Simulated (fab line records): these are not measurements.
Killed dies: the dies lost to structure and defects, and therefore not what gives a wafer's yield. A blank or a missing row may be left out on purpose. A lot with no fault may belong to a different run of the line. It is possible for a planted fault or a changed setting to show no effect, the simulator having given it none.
fab line records	flow n5-finfet	part 1 of 2: steps 1 to 20 of 27
[record] lots = 5	wafers = 15	last-day = 17
route steps=1938 shown BEOL_M4@1066
lots that met no fault: taken from a fault-free run of the same line
start-h: hours from the record's first day to the start of the lot's first wafer shown	wait-h: hours since the lot's step before	" as in the row above	L1.1+2: a row that stands for several wafers	- value missing, or start not given	* or withheld: withheld	< > ~ a bound
route shown NAME@n: a module of which the file shows steps, and the number in the route of the first	usual: mean and standard deviation over wafers with no fault	same: alike in all rows	chamber/n: place in a boat	sites: the reading at each site	_std_site: standard deviation of those values	_edge_site: inner sites' mean taken away from outer sites' mean	radius-mm: how far each site lies from the wafer's centre	mask NAME#n: copy n	behind: the most recent tool/chamber to have shaped the wafer	hold: what put the lot on hold/how long, in hours/how the hold closed	device: the transistor (n, p or np) that didn't switch	end of line: the tests these same wafers got at the end of their route	a step with no rows: only its recipe	killed: at the first sort, the dies lost to defects and structure; wafer yield is something else	map: a wafer's dies, x killed, . not, _ none there
set.NAME: setting as actually run; set.NAME@STEP: the setting as run at that earlier step	model.NAME: the simulator's own value behind a step, which no gauge read
lots at some steps of the route; a table a step, a row a wafer
services: from which hour (start-h, from the record's first day; less than 0 if before it) a tool's chamber was out of use, for how many hours, and why
[[steps]]
[step N5_BEOL_M4_STRIP_78]
[recipe] chemistry = N2/H2	temp-c = 40	n2-flow-sccm = 200	h2-flow-sccm = 200	rf-frequency-hz = 6e+07
lot.wafer	tool	chamber	start-h	wait-h
L079.3+4+5	rie-diel-01	0,3,2	191.65	0.0
L082.3+4+5	rie-diel-01	3,1,1	203.93	0.0
L090.1+2+3	rie-diel-03	3,1,0	254.24	0.0
L093.2+3+4	rie-diel-01	2,1,0	273.85	0.0
L096.1+3+5	rie-diel-04	1,3,3	299.51	0.0
[step N5_BEOL_M4_VIA_ETCH_34]
[recipe] chemistry = C4F6/O2	target-depth-a = 694	mask-material = SOC	pressure-mtorr = 15	ion-energy-ev = 250	taper-deg = 4	time-s = 65.9	source-w = 350	bias-w = 170	Ar_flow_sccm = 300	C4F6_flow_sccm = 10	O2_flow_sccm = 10
[usual] drypump-motor-current-A = 5.7/0.48	oes-product-au = 0.78/0.082	rf-fwd-power-W = 347.4/1.5	rf-vpp-V = 675/19	showerhead-plenum-p-Torr = 2.89/0.11	throttle-valve-pct = 30.86/0.21
lot.wafer	tool	chamber	start-h	wait-h	drypump-motor-current-A	oes-product-au	rf-fwd-power-W	rf-hours-counter-h	rf-vpp-V	showerhead-plenum-p-Torr	throttle-valve-pct
L079.3	rie-diel-01	0	191.66	0.0	6.5	0.82	348.1	75	665	2.91	30.89
L079.4	"	3	"	"	5.7	0.73	349.0	192	709	2.94	30.82
L079.5	"	2	"	"	5.0	0.95	348.0	-	665	3.02	30.95
L082.3	rie-diel-01	3	203.94	0.0	5.7	0.73	350.4	199	712	2.93	30.81
L082.4	"	1	"	"	5.8	0.71	346.6	208	658	2.71	30.76
L082.5	"	1	"	"	5.7	0.70	347.8	-	658	2.71	30.77
L090.1	rie-diel-03	3	254.25	0.0	5.6	0.65	343.8	240	698	2.92	31.33
L090.2	"	1	"	"	5.2	0.85	346.0	88	688	3.00	30.43
L090.3	"	0	"	"	6.2	0.69	348.7	220	669	2.92	30.99
L093.2	rie-diel-01	2	273.86	0.0	5.1	0.89	346.0	53	664	3.01	30.99
L093.3	"	1	"	"	5.7	0.68	345.4	241	658	2.70	30.79
L093.4	"	0	"	"	6.5	0.79	347.9	113	666	2.89	30.93
L096.1	rie-diel-04	1	299.52	0.0	5.9	0.86	347.0	53	640	2.78	30.71
L096.3	"	3	"	"	5.1	0.69	348.3	221	655	2.71	30.94
L096.5	"	3	"	"	5.0	0.70	350.5	-	654	2.71	30.92
[step N5_BEOL_M4_STRIP_83]
[recipe] chemistry = C4F6/O2	resist = SiARC	rf-frequency-hz = 6e+07
lot.wafer	tool	chamber	start-h	wait-h
L079.3+4+5	rie-diel-01	0,3,2	191.71	0.0
L082.3+4+5	rie-diel-01	3,1,1	203.99	0.0
L090.1+2+3	rie-diel-03	3,1,0	254.30	0.0
L093.2+3+4	rie-diel-01	2,1,0	273.91	0.0
L096.1+3+5	rie-diel-04	1,3,3	299.57	0.0
[step N5_BEOL_M4_STRIP_36]
[recipe] chemistry = N2/H2	power-w = 450	temp-c = 40	pressure-mtorr = 20	rf-frequency-hz = 6e+07	overash-fraction = 0.3	bias-power-w = 7	h2-frac = 0.5	n2-flow-sccm = 200	h2-flow-sccm = 200
[usual] drypump-motor-current-A = 5.7/0.48	oes-product-au = 0.78/0.082	rf-vpp-V = 59.4/1.6	showerhead-plenum-p-Torr = 2.59/0.11	throttle-valve-pct = 23.7/0.38
lot.wafer	tool	chamber	start-h	wait-h	drypump-motor-current-A	oes-product-au	rf-hours-counter-h	rf-vpp-V	showerhead-plenum-p-Torr	throttle-valve-pct
L079.3	rie-diel-01	0	191.72	0.0	6.5	0.83	75	57.4	2.58	23.5
L079.4	"	3	"	"	5.7	0.72	192	61.4	2.67	24.1
L079.5	"	2	"	"	5.0	0.96	-	59.9	2.72	24.0
L082.3	rie-diel-01	3	204.00	0.0	5.7	0.72	199	58.2	2.67	24.1
L082.4	"	1	"	"	5.7	0.70	208	56.4	2.42	23.9
L082.5	"	1	"	"	5.8	0.71	-	57.2	2.42	23.9
L090.1	rie-diel-03	3	254.31	0.0	5.6	0.67	240	59.8	2.59	24.1
L090.2	"	1	"	"	5.2	0.82	88	59.2	2.66	22.9
L090.3	"	0	"	"	6.3	0.69	220	60.3	2.63	24.2
L093.2	rie-diel-01	2	273.92	0.0	5.1	0.89	53	63.0	2.71	24.1
L093.3	"	1	"	"	5.7	0.67	241	60.6	2.41	23.9
L093.4	"	0	"	"	6.5	0.78	113	60.6	2.57	23.6
L096.1	rie-diel-04	1	299.58	0.0	5.8	0.87	53	56.2	2.46	23.6
L096.3	"	3	"	"	5.1	0.70	222	58.7	2.43	23.9
L096.5	"	3	"	"	5.1	0.70	-	59.7	2.43	24.0
[step N5_BEOL_M4_TRENCH_ETCH_37]
[recipe] chemistry = C4F6/O2	target-depth-a = 555.55	target = SiOC	time-s = 29.2	ion-energy-ev = 250	pressure-mtorr = 30	source-w = 355	bias-w = 185	Ar_flow_sccm = 300	C4F6_flow_sccm = 10	O2_flow_sccm = 10
[usual] drypump-motor-current-A = 5.7/0.48	oes-product-au = 0.78/0.082	rf-fwd-power-W = 350.2/1.9	rf-vpp-V = 675/19	showerhead-plenum-p-Torr = 2.90/0.11	throttle-valve-pct = 20.93/0.19
lot.wafer	tool	chamber	start-h	wait-h	drypump-motor-current-A	oes-product-au	rf-fwd-power-W	rf-hours-counter-h	rf-vpp-V	showerhead-plenum-p-Torr	throttle-valve-pct
L079.3	rie-diel-01	0	-	-	6.5	0.82	350.3	75	665	2.91	20.77
L079.4	"	3	"	"	5.7	0.73	353.1	192	711	2.94	20.90
L079.5	"	2	"	"	5.0	0.95	351.7	-	664	3.03	20.91
L082.3	rie-diel-01	3	-	-	5.7	0.74	349.2	199	712	2.94	20.88
L082.4	"	1	"	"	5.7	0.71	349.4	208	657	2.72	20.86
L082.5	"	1	"	"	5.8	0.71	350.2	-	656	2.72	20.85
L090.1	rie-diel-03	3	-	-	5.6	0.66	346.7	240	698	2.92	21.41
L090.2	"	1	"	"	5.2	0.86	350.0	88	689	3.01	20.66
L090.3	"	0	"	"	6.3	0.69	347.6	220	668	2.92	21.15
L093.2	rie-diel-01	2	-	-	5.0	0.88	351.1	53	664	3.01	20.96
L093.3	"	1	"	"	5.7	0.68	350.2	241	656	2.70	20.90
L093.4	"	0	"	"	6.5	0.77	350.7	113	666	2.89	20.84
L096.1	rie-diel-04	1	-	-	5.8	0.86	349.6	53	638	2.78	20.83
L096.3	"	3	"	"	5.0	0.70	351.2	222	655	2.72	21.01
L096.5	"	3	"	"	5.1	0.70	350.8	-	653	2.72	21.03
[step N5_BEOL_M4_ETCH_41]
[recipe] chemistry = CH3F/O2	target = SiCN	target-depth-a = 299	taper-deg = 2	time-s = 52.5	ion-energy-ev = 120	mask-material = TiN	pressure-mtorr = 30	source-w = 395	bias-w = 75	Ar_flow_sccm = 150	CH3F_flow_sccm = 30	O2_flow_sccm = 20
[usual] drypump-motor-current-A = 5.7/0.48	oes-product-au = 0.78/0.082	rf-fwd-power-W = 391.3/1.8	rf-vpp-V = 297.8/1.8	showerhead-plenum-p-Torr = 2.04/0.082	throttle-valve-pct = 16.37/0.2
lot.wafer	tool	chamber	start-h	wait-h	drypump-motor-current-A	oes-product-au	rf-fwd-power-W	rf-hours-counter-h	rf-vpp-V	showerhead-plenum-p-Torr	throttle-valve-pct
L079.3	rie-diel-01	0	-	-	6.5	0.83	393.5	75	298.2	2.05	16.19
L079.4	"	3	"	"	5.7	0.74	391.3	192	298.3	2.07	16.36
L079.5	"	2	"	"	5.0	0.96	390.8	-	299.2	2.13	16.30
L082.3	rie-diel-01	3	-	-	5.7	0.73	392.2	199	297.9	2.06	16.36
L082.4	"	1	"	"	5.8	0.71	391.9	208	293.2	1.91	16.35
L082.5	"	1	"	"	5.7	0.71	392.2	-	295.4	1.91	16.34
L090.1	rie-diel-03	3	-	-	5.6	0.66	388.2	240	298.0	2.05	16.82
L090.2	"	1	"	"	5.1	0.86	389.8	88	299.3	2.11	16.12
L090.3	"	0	"	"	6.3	0.69	390.3	220	299.2	2.06	16.69
L093.2	rie-diel-01	2	-	-	5.0	0.87	393.1	53	300.2	2.12	16.35
L093.3	"	1	"	"	5.7	0.68	391.6	241	295.1	1.90	16.42
L093.4	"	0	"	"	6.5	0.78	392.7	113	299.8	2.04	16.24
L096.1	rie-diel-04	1	-	-	5.8	0.86	391.4	53	296.0	1.95	16.23
L096.3	"	3	"	"	5.0	0.70	394.2	222	294.4	1.90	16.49
L096.5	"	3	"	"	5.0	0.70	393.1	-	294.3	1.90	16.49
[step N5_BEOL_M4_STRIP_97]
[recipe] chemistry = N2/H2	time-s = 10	power-w = 450	temp-c = 40	pressure-mtorr = 20	rf-frequency-hz = 6e+07	bias-power-w = 7	n2-flow-sccm = 200	h2-flow-sccm = 200
[usual] drypump-motor-current-A = 5.7/0.48	oes-product-au = 0.78/0.081	rf-vpp-V = 59.3/0.87	showerhead-plenum-p-Torr = 2.59/0.11	throttle-valve-pct = 23.7/0.38
lot.wafer	tool	chamber	start-h	wait-h	drypump-motor-current-A	oes-product-au	rf-hours-counter-h	rf-vpp-V	showerhead-plenum-p-Torr	throttle-valve-pct
L079.3	rie-diel-01	0	-	-	6.5	0.82	75	57.8	2.58	23.5
L079.4	"	3	"	"	5.7	0.72	192	57.8	2.67	24.1
L079.5	"	2	"	"	5.1	0.94	-	60.9	2.72	24.0
L082.3	rie-diel-01	3	-	-	5.7	0.71	199	59.8	2.67	24.1
L082.4	"	1	"	"	5.8	0.69	208	58.9	2.42	23.9
L082.5	"	1	"	"	5.8	0.70	-	61.1	2.42	23.9
L090.1	rie-diel-03	3	-	-	5.6	0.66	240	59.2	2.59	24.0
L090.2	"	1	"	"	5.2	0.84	88	61.0	2.66	22.9
L090.3	"	0	"	"	6.3	0.69	220	58.5	2.63	24.2
L093.2	rie-diel-01	2	-	-	5.0	0.87	53	60.1	2.71	24.1
L093.3	"	1	"	"	5.8	0.67	241	59.9	2.41	23.9
L093.4	"	0	"	"	6.5	0.79	113	58.5	2.56	23.6
L096.1	rie-diel-04	1	-	-	5.8	0.87	53	60.0	2.46	23.6
L096.3	"	3	"	"	5.0	0.70	222	60.5	2.43	23.9
L096.5	"	3	"	"	5.0	0.70	-	58.8	2.43	24.0
[step N5_BEOL_M4_OCD_MEAS_38]
[usual] trench-depth-nm = 56.0/1.5
lot.wafer	tool	chamber	start-h	wait-h	trench-depth-nm
L079.3	ocd-02	-	191.92	-	55.7
L079.4	"	-	"	"	55.3
L079.5	"	-	"	"	55.6
L082.3	ocd-02	-	204.20	-	56.0
L082.4	"	-	"	"	55.4
L082.5	"	-	"	"	55.1
L090.1	ocd-02	-	254.51	-	54.3
L090.2	"	-	"	"	58.3
L090.3	"	-	"	"	54.2
L093.2	ocd-02	-	274.13	-	54.7
L093.3	"	-	"	"	54.0
L093.4	"	-	"	"	56.2
L096.1	ocd-01	-	299.78	-	55.1
L096.3	"	-	"	"	56.6
L096.5	"	-	"	"	56.8
[step N5_BEOL_M4_HM_STRIP_39]
[recipe] chemistry = peroxide-tin-strip	material = TiN	target-depth-a = 250	temp-c = 50	time-s = 158
lot.wafer	tool	chamber	start-h	wait-h
L079.3+4+5	wet-bench-04	1,0,2	191.94	0.0
L082.3+4+5	wet-bench-03	3,1,6	204.23	0.0
L090.1+2+3	wet-bench-02	0,1,7	254.55	0.0
L093.2+3+4	wet-bench-03	6,4,0	274.16	0.0
L096.1+3+5	wet-bench-04	5,2,6	299.81	0.0
[step N5_BEOL_M4_SRD_40]
[recipe] time-s = 30	temp-c = 23	rinse-liquid = diw	dry = ipa-marangoni
lot.wafer	tool	chamber	start-h	wait-h
L079.3+4+5	wet-bench-04	1,0,2	191.99	0.0
L082.3+4+5	wet-bench-03	3,1,6	204.27	0.0
L090.1+2+3	wet-bench-02	0,1,7	254.59	0.0
L093.2+3+4	wet-bench-03	6,4,0	274.20	0.0
L096.1+3+5	wet-bench-04	5,2,6	299.86	0.0
[step N5_BEOL_M4_PRECLEAN_42]
[recipe] chemistry = residue-remover	time-s = 60	temp-c = 40
lot.wafer	tool	chamber	start-h	wait-h
L079.3+4+5	wet-bench-04	1,0,2	192.01	0.0
L082.3+4+5	wet-bench-03	3,1,6	204.29	0.0
L090.1+2+3	wet-bench-02	0,1,7	254.61	0.0
L093.2+3+4	wet-bench-03	6,4,0	274.22	0.0
L096.1+3+5	wet-bench-04	5,2,6	299.87	0.0
[step N5_BEOL_M4_SRD_43]
[recipe] time-s = 30	temp-c = 23	rinse-liquid = diw	dry = ipa-marangoni
lot.wafer	tool	chamber	start-h	wait-h
L079.3+4+5	wet-bench-04	1,0,2	192.02	0.0
L082.3+4+5	wet-bench-03	3,1,6	204.31	0.0
L090.1+2+3	wet-bench-02	0,1,7	254.63	0.0
L093.2+3+4	wet-bench-03	6,4,0	274.24	0.0
L096.1+3+5	wet-bench-04	5,2,6	299.89	0.0
[step N5_BEOL_M4_CD_MEAS_35]
[recipe] target-cd-nm = 18	target-cd-y-nm = 22.4	polarity = opening
[usual] cd-nm = 18.0/0.42
lot.wafer	tool	chamber	start-h	wait-h	cd-nm
L079.3	cd-sem-01	-	192.07	0.0	18.8
L079.4	"	-	"	"	19.0
L079.5	"	-	"	"	18.4
L082.3	cd-sem-01	-	204.35	0.0	18.8
L082.4	"	-	"	"	18.5
L082.5	"	-	"	"	17.9
L090.1	cd-sem-02	-	254.67	0.0	17.4
L090.2	"	-	"	"	17.9
L090.3	"	-	"	"	18.3
L093.2	cd-sem-03	-	274.28	0.0	17.7
L093.3	"	-	"	"	17.5
L093.4	"	-	"	"	17.7
L096.1	cd-sem-01	-	299.94	0.0	17.3
L096.3	"	-	"	"	18.3
L096.5	"	-	"	"	17.8
[step N5_BEOL_M4_DEGAS_44]
[recipe] ambient = vacuum	temp-c = 250	time-s = 60
[usual] heater-power-w = 328/46	susceptor-temp-C = 249.99/0.16
lot.wafer	tool	chamber	start-h	wait-h	heater-power-w	susceptor-temp-C
L079.3	pvd-sputter-01	-	192.12	0.0	340	250.20
L079.4	"	-	"	"	359	250.04
L079.5	"	-	"	"	294	249.84
L082.3	pvd-sputter-02	-	204.93	0.6	282	250.07
L082.4	"	-	"	"	285	249.99
L082.5	"	-	"	"	286	250.05
L090.1	pvd-sputter-03	-	255.15	0.5	299	249.99
L090.2	"	-	"	"	337	249.73
L090.3	"	-	"	"	417	249.87
L093.2	pvd-sputter-03	-	274.58	0.3	344	249.98
L093.3	"	-	"	"	426	249.88
L093.4	"	-	"	"	296	249.89
L096.1	pvd-sputter-03	-	300.24	0.3	429	250.05
L096.3	"	-	"	"	303	250.35
L096.5	"	-	"	"	424	250.18
[step N5_BEOL_M4_PRE_CLEAN_45]
[recipe] gas = H2/He	time-s = 30	temp-c = 250
[usual] heater-power-w = 328/46	susceptor-temp-C = 250.01/0.16
lot.wafer	tool	chamber	start-h	wait-h	heater-power-w	susceptor-temp-C
L079.3	pvd-sputter-01	-	192.16	0.0	346	249.79
L079.4	"	-	"	"	371	250.10
L079.5	"	-	"	"	292	250.05
L082.3	pvd-sputter-02	-	204.97	0.0	284	249.85
L082.4	"	-	"	"	292	250.17
L082.5	"	-	"	"	289	250.18
L090.1	pvd-sputter-03	-	255.19	0.0	298	249.99
L090.2	"	-	"	"	340	250.22
L090.3	"	-	"	"	440	249.83
L093.2	pvd-sputter-03	-	274.62	0.0	337	250.07
L093.3	"	-	"	"	418	249.80
L093.4	"	-	"	"	304	250.05
L096.1	pvd-sputter-03	-	300.28	0.0	428	249.99
L096.3	"	-	"	"	304	250.07
L096.5	"	-	"	"	415	250.30
[step N5_BEOL_M4_ALD_84]
[recipe] material = TaN	target-thk-a = *	temp-c = 275	ald-precursor-family = PDMAT	ald-co-reactant = NH3	pressure-torr = 3	carrier-flow-sccm = 1500	pulse-time-s = 2	purge-time-s = 3	co-reactant-purge-time-s = 2	co-reactant-pulse-time-s = 3	ald-cycles = 30	precursor-vessel-temp-c = 75	precursor-vessel-pressure-torr = 26.25	precursor-vessel-carrier-sccm = 1000
[usual] heater-power-w = 420/49	precursor-vessel-carrier-sccm = 1000/3.1	susceptor-temp-C = 275.00/0.18
lot.wafer	tool	chamber	start-h	wait-h	heater-power-w	precursor-vessel-carrier-sccm	susceptor-temp-C
L079.3	ald-metal-01	3	192.28	0.1	435	1001	274.91
L079.4	"	1	"	"	347	1002	275.16
L079.5	"	3	"	"	435	1000	274.96
L082.3	ald-metal-01	3	205.07	0.1	435	998	275.02
L082.4	"	0	"	"	404	1002	275.04
L082.5	"	3	"	"	432	1000	274.96
L090.1	ald-metal-01	2	255.25	0.0	416	1000	275.00
L090.2	"	0	"	"	401	1007	275.05
L090.3	"	3	"	"	433	1007	274.78
L093.2	ald-metal-04	0	274.69	0.1	492	1002	275.10
L093.3	"	2	"	"	433	999	274.88
L093.4	"	1	"	"	510	999	274.94
L096.1	ald-metal-01	1	300.34	0.0	344	1004	275.22
L096.3	"	0	"	"	408	999	275.19
L096.5	"	1	"	"	351	1000	275.21
[step N5_BEOL_M4_SURFACE_TREAT_85]
[recipe] gas = Ar	time-s = *	ion-energy-ev = *	ion-current-ma-cm2 = 0.5	pressure-mtorr = *	ar-flow-sccm = 30
[usual] throttle-valve-pct = *
lot.wafer	tool	chamber	start-h	wait-h	throttle-valve-pct
L079.3	pvd-sputter-03	-	192.52	0.1	*
L079.4	"	-	"	"	*
L079.5	"	-	"	"	*
L082.3	pvd-sputter-02	-	205.33	0.2	*
L082.4	"	-	"	"	*
L082.5	"	-	"	"	*
L090.1	pvd-sputter-03	-	255.61	0.3	*
L090.2	"	-	"	"	*
L090.3	"	-	"	"	*
L093.2	pvd-sputter-01	-	274.98	0.2	*
L093.3	"	-	"	"	*
L093.4	"	-	"	"	*
L096.1	pvd-sputter-02	-	300.58	0.1	*
L096.3	"	-	"	"	*
L096.5	"	-	"	"	*
[step N5_BEOL_M4_CVD_47]
[recipe] material = Co	target-thk-a = 30	temp-c = withheld	precursor = CCTBA/H2	pressure-torr = 30	time-s = 223.8
lot.wafer	tool	chamber	start-h	wait-h
L079.3+4+5	cvd-co-02	2,2,1	192.59	0.0
L082.3+4+5	cvd-co-01	1,1,2	205.62	0.3
L090.1+2+3	cvd-co-01	1,2,0	255.78	0.1
L093.2+3+4	cvd-co-02	0,1,1	275.04	0.0
L096.1+3+5	cvd-co-02	2,0,0	300.66	0.1
[step N5_BEOL_M4_SPUTTER_48]
[recipe] material = Cu	target-thk-a = 45	temp-c = -20	chamber-pressure-pa = 0.07	power-w = withheld	time-s = 8.29
[usual] chamber-pressure-pa = 0.06997/0.00015	chuck-sensor-temp-C = -15.7/0.51	susceptor-temp-C = -20.00/0.097	throttle-valve-pct = 29.7/0.87
lot.wafer	tool	chamber	start-h	wait-h	chamber-pressure-pa	chuck-sensor-temp-C	susceptor-temp-C	throttle-valve-pct
L079.3	pvd-sputter-03	-	192.92	0.3	0.06991	-15.6	-20.04	29.9
L079.4	"	-	"	"	0.06987	-15.4	-19.97	29.7
L079.5	"	-	"	"	0.06989	-15.2	-20.07	29.6
L082.3	pvd-sputter-01	-	205.94	0.3	0.07015	-15.5	-19.95	28.7
L082.4	"	-	"	"	0.07011	-15.3	-19.91	30.2
L082.5	"	-	"	"	0.06991	-15.2	-20.05	30.7
L090.1	pvd-sputter-02	-	256.01	0.2	0.07006	-16.0	-19.92	29.7
L090.2	"	-	"	"	0.0699	-16.7	-19.86	28.8
L090.3	"	-	"	"	0.07007	-15.6	-19.90	29.2
L093.2	pvd-sputter-03	-	275.28	0.2	0.06989	-15.1	-19.96	30.4
L093.3	"	-	"	"	0.07025	-15.7	-19.97	29.7
L093.4	"	-	"	"	0.06994	-16.5	-20.02	27.6
L096.1	pvd-sputter-01	-	301.05	0.3	0.07014	-15.1	-19.96	30.4
L096.3	"	-	"	"	0.06987	-15.9	-20.21	30.0
L096.5	"	-	"	"	0.07007	-15.7	-19.98	28.8
[step N5_BEOL_M4_ANNEAL_49]
[recipe] temp-c = 400	time-s = 240	ambient = vacuum
[usual] heater-power-w = 810/96	susceptor-temp-C = 400.01/0.23
lot.wafer	tool	chamber	start-h	wait-h	heater-power-w	susceptor-temp-C
L079.3	pvd-sputter-03	-	193.00	0.0	782	400.07
L079.4	"	-	"	"	852	399.79
L079.5	"	-	"	"	868	399.81
L082.3	pvd-sputter-01	-	206.02	0.0	828	400.11
L082.4	"	-	"	"	886	400.04
L082.5	"	-	"	"	739	399.96
L090.1	pvd-sputter-02	-	256.09	0.0	689	400.13
L090.2	"	-	"	"	718	399.57
L090.3	"	-	"	"	865	399.81
L093.2	pvd-sputter-03	-	275.36	0.0	748	399.88
L093.3	"	-	"	"	780	399.61
L093.4	"	-	"	"	1078	400.04
L096.1	pvd-sputter-01	-	301.13	0.0	735	399.86
L096.3	"	-	"	"	719	400.23
L096.5	"	-	"	"	875	400.32
